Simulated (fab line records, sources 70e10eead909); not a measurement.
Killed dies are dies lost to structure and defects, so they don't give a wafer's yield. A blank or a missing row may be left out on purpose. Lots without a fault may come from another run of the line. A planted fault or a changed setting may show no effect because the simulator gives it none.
Chamber matching | flow nand_harc | NHARC_P_ZERO_WELL_DESCUM_54 on rie_diel-01: 4 sister chambers
The step chemistry O2, time 3 s. 18 wafers are shown with their chamber, then 9 later ones without.

WAFERS WITH THEIR CHAMBER
wafer  | chamber | drypump_motor_current_A (A) | showerhead_plenum_p_Torr (Torr) | oes_product_au (a.u.)
L075.2 | 0       | 5.1                         | 2.08                            | 1.011
L075.3 | 2       | 6.5                         | 1.91                            | 0.994
L075.4 | 0       | 5.1                         | 2.08                            | 1.002
L080.1 | 0       | 5.1                         | 2.07                            | 0.998
L080.4 | 3       | 5.4                         | 1.98                            | 1.001
L080.6 | 2       | 6.5                         | 1.91                            | 1.001
L081.1 | 2       | 6.5                         | 1.91                            | 0.992
L081.2 | 3       | 5.3                         | 1.98                            | 1.010
L081.5 | 2       | 6.5                         | 1.91                            | 0.999
L084.1 | 3       | 5.3                         | 1.97                            | 1.010
L084.2 | 1       | 5.7                         | 2.00                            | 1.002
L084.4 | 2       | 6.5                         | 1.90                            | 0.997
L086.1 | 3       | 5.3                         | 1.97                            | 1.009
L086.2 | 0       | 5.1                         | 2.07                            | 1.022
L086.5 | 0       | 5.0                         | 2.07                            | 0.999
L087.3 | 0       | 5.1                         | 2.07                            | 1.016
L087.5 | 0       | 5.1                         | 2.06                            | 1.021
L087.6 | 2       | 6.5                         | 1.90                            | 1.002

SIGNATURES (means of the wafers above)
reading                  | chamber 0 | chamber 1 | chamber 2 | chamber 3 | scatter within a chamber
drypump_motor_current_A  | 5.086     | 5.700     | 6.500     | 5.325     | 0.0339
showerhead_plenum_p_Torr | 2.0714    | 2.0000    | 1.9067    | 1.9750    | 0.00609
oes_product_au           | 1.00986   | 1.00200   | 0.99750   | 1.00750   | 0.00739
Rule: a wafer's distance from a chamber is the root of the sum, over the readings, of the square of ((its reading less the chamber's mean) divided by the reading's scatter). The wafer belongs to the nearest chamber; if the next one is less than 2 further off, it can't be placed. The scatter: the root of (the sum of the squares of (reading less its chamber's mean) over the shown wafers, divided by (wafers less chambers)).

WAFERS WITHOUT THEIR CHAMBER
wafer  | drypump_motor_current_A (A) | showerhead_plenum_p_Torr (Torr) | oes_product_au (a.u.)
L088.1 | 5.1                         | 2.06                            | 1.015
L088.2 | 5.6                         | 1.99                            | 0.991
L088.3 | 6.5                         | 1.90                            | 1.008
L094.1 | 5.1                         | 2.06                            | 1.019
L094.5 | 5.7                         | 1.99                            | 1.015
L094.6 | 5.1                         | 2.06                            | 1.011
L097.1 | 6.5                         | 1.89                            | 1.017
L097.4 | 5.1                         | 2.05                            | 1.000
L097.5 | 5.3                         | 1.96                            | 0.972

WHICH CHAMBER EACH WENT THROUGH
wafer  | from the rows above | in truth
L088.1 | 0                   | 0
L088.2 | 1                   | 1
L088.3 | 2                   | 2
L094.1 | 0                   | 0
L094.5 | 1                   | 1
L094.6 | 0                   | 0
L097.1 | 2                   | 2
L097.4 | 0                   | 0
L097.5 | 3                   | 3
Placed correctly: 9 of 9. Can't be placed from these rows: 0. Placed wrongly: 0.
